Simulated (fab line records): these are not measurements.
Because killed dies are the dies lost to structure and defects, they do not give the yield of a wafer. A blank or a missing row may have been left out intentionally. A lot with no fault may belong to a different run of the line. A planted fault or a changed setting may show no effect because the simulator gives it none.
Which tool did it? / flow nand-harc / 6 lots, 18 wafers sampled, at 3 steps of a route of 1159

## WHAT THE GAUGES SHOWED, per wafer
NHARC_A_CHANNEL_HOLE_D1_CD_MEAS_10: target cd 100 nm.
lot=L603; measured=day 8 22:23; on=cd-sem-01; cd-nm (nm)=99.4 99.7 99.9
lot=L607; measured=day 10 04:05; on=cd-sem-03; cd-nm (nm)=100.5 100.8 100.8
lot=L612; measured=day 11 08:25; on=cd-sem-03; cd-nm (nm)=101.6 101.6 100.4
lot=L616; measured=day 12 00:53; on=cd-sem-01; cd-nm (nm)=98.9 99.3 99.9
lot=L617; measured=day 12 06:19; on=cd-sem-01; cd-nm (nm)=100.3 100.1 99.9
lot=L619; measured=day 13 03:01; on=cd-sem-03; cd-nm (nm)=99.5 99.4 99.8

## TOOL THAT RAN EACH LOT (tool first, then ch and the chambers of the sampled wafers, then the start)
lot=L603; NHARC_A_ZERO_WELL_RTA_16=rtp-anneal-02 ch 0, day 7 09:41; NHARC_A_CHANNEL_HOLE_D1_EXPOSE_07=arfi-scanner-02 ch 0, day 8 22:15
lot=L607; NHARC_A_ZERO_WELL_RTA_16=rtp-anneal-01 ch 0, day 8 14:52; NHARC_A_CHANNEL_HOLE_D1_EXPOSE_07=arfi-scanner-01 ch 0, day 10 03:57
lot=L612; NHARC_A_ZERO_WELL_RTA_16=rtp-anneal-01 ch 0, day 9 17:19; NHARC_A_CHANNEL_HOLE_D1_EXPOSE_07=arfi-scanner-01 ch 0, day 11 08:17
lot=L616; NHARC_A_ZERO_WELL_RTA_16=rtp-anneal-01 ch 0, day 10 08:25; NHARC_A_CHANNEL_HOLE_D1_EXPOSE_07=arfi-scanner-02 ch 0, day 12 00:45
lot=L617; NHARC_A_ZERO_WELL_RTA_16=rtp-anneal-02 ch 0, day 10 17:54; NHARC_A_CHANNEL_HOLE_D1_EXPOSE_07=arfi-scanner-03 ch 0, day 12 06:10
lot=L619; NHARC_A_ZERO_WELL_RTA_16=rtp-anneal-02 ch 0, day 11 14:34; NHARC_A_CHANNEL_HOLE_D1_EXPOSE_07=arfi-scanner-03 ch 0, day 13 02:53
- NHARC_A_ZERO_WELL_RTA_16: time 10 s.
- NHARC_A_CHANNEL_HOLE_D1_EXPOSE_07: exposes mask HOLE D1, target cd 100 nm.

## THE ANSWER, worked out from the rows above alone
Rule: the usual values come from the lots themselves. The widest of any qualifying gaps counts: lots, ordered by their means at a reading, are off when they make up no more than a third of the lots, leave a main group of 4 or more, and stand apart from it by 3 or more times the standard deviation of that group's means. Not used: any main group whose means are identical at the precision the tables above print for the reading. A lot without any number at a reading at which 4 lots or more have one is off too. Any other lot the step has rows for is counted as sound.
No lot is off at any reading shown: from this, nothing can be told.

## WHAT THE SIMULATOR HAD INSERTED
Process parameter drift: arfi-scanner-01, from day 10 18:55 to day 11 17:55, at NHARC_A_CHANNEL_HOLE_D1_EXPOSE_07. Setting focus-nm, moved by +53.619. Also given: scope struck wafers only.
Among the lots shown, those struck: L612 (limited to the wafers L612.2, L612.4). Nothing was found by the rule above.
